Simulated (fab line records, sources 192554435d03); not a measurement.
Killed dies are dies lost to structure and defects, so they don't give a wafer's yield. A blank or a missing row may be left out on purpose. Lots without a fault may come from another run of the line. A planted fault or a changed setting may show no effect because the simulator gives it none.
Problem report in the 8D (eight disciplines) form, filled by code | flow n5_finfet | the parts of the form that need people (team, actions taken, sign-off) are left out

1. THE PROBLEM
rf_fwd_power_W at N5_BEOL_M9_PRE_CLEAN_55 reads a mean of 234.5 W on 6 wafers of 2 lots; wafers without a fault read 294.7 W with a standard deviation of 1.7. That is -35 standard deviations from the usual mean.
The step: time 15 s.
First seen on wafer L295.3, day 13 14:25, on pecvd-04. The record holds 36 wafers of 12 lots with a number at this step. Rule for "out", or "out of limits": more than 4 standard deviations from the usual mean. The other wafers with a number count as sound.

2. WHAT IT IS AND WHAT IT IS NOT
question                    | is                     | is not
which readings at this step | rf_fwd_power_W         | -
which lots                  | L295, L296             | L281, L285, L286, L287, L289, L291, L300, L302, L303, L304
which wafers of those lots  | all that have a number | -
read on which tools         | pecvd-04               | pecvd-01, pecvd-03
when                        | from day 13 14:25      | up to then (18 sound wafers); but 12 sound wafers of L300, L302, L303, L304 came after

3. SUSPECTS, AND WHAT RULES EACH OUT
Counting: a tool at a process step up to the reading stays a suspect if it ran every lot that is out and no sound lot after the first of them.
- ald_metal-03 at N5_BEOL_M9_ALD_74 (deposits TaN, target thk 2 nm, pulse time 2 s, purge time 3 s): ruled out as a lasting fault. Sound lots L302, L300 ran on it after its first lot that is out, L295 (day 13 12:59).
- pecvd-04 at N5_BEOL_M9_PRE_CLEAN_55 (time 15 s): kept. It ran every lot that is out, first L295 (day 13 14:25), and no sound lot after that; its last sound lot up to then is L291 (day 12 15:20). Its own readings are out on those wafers: rf_fwd_power_W.
Left after counting: pecvd-04 at N5_BEOL_M9_PRE_CLEAN_55.

4. THE CAUSE (what the simulator had put in)
Process parameter drift: pecvd-04, from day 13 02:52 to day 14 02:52, at N5_BEOL_M9_PRE_CLEAN_55. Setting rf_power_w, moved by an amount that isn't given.
Counting left only this tool.

5. THE CHAIN OF EFFECTS, in route order
Each row: a reading whose mean over the struck wafers that have a number lies more than 3 standard deviations from the usual. Only readings for which the record gives a usual standard deviation are gone through. hours: the time from each lot's start at the first step in this table that gives one to its start at this step, as a median over the lots. sigmas: the change in usual standard deviations.
hours | step                    | reading        | usual   | on struck wafers | change | sigmas
0     | N5_BEOL_M9_PRE_CLEAN_55 | rf_fwd_power_W | 294.7 W | 234.5            | -60.2  | -35
The process steps in it:
- N5_BEOL_M9_PRE_CLEAN_55: time 15 s.

6. WHAT WOULD HAVE CAUGHT IT SOONER
In this record the first reading out of limits was taken at day 13 14:25, 12 hours after the fault began at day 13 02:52.
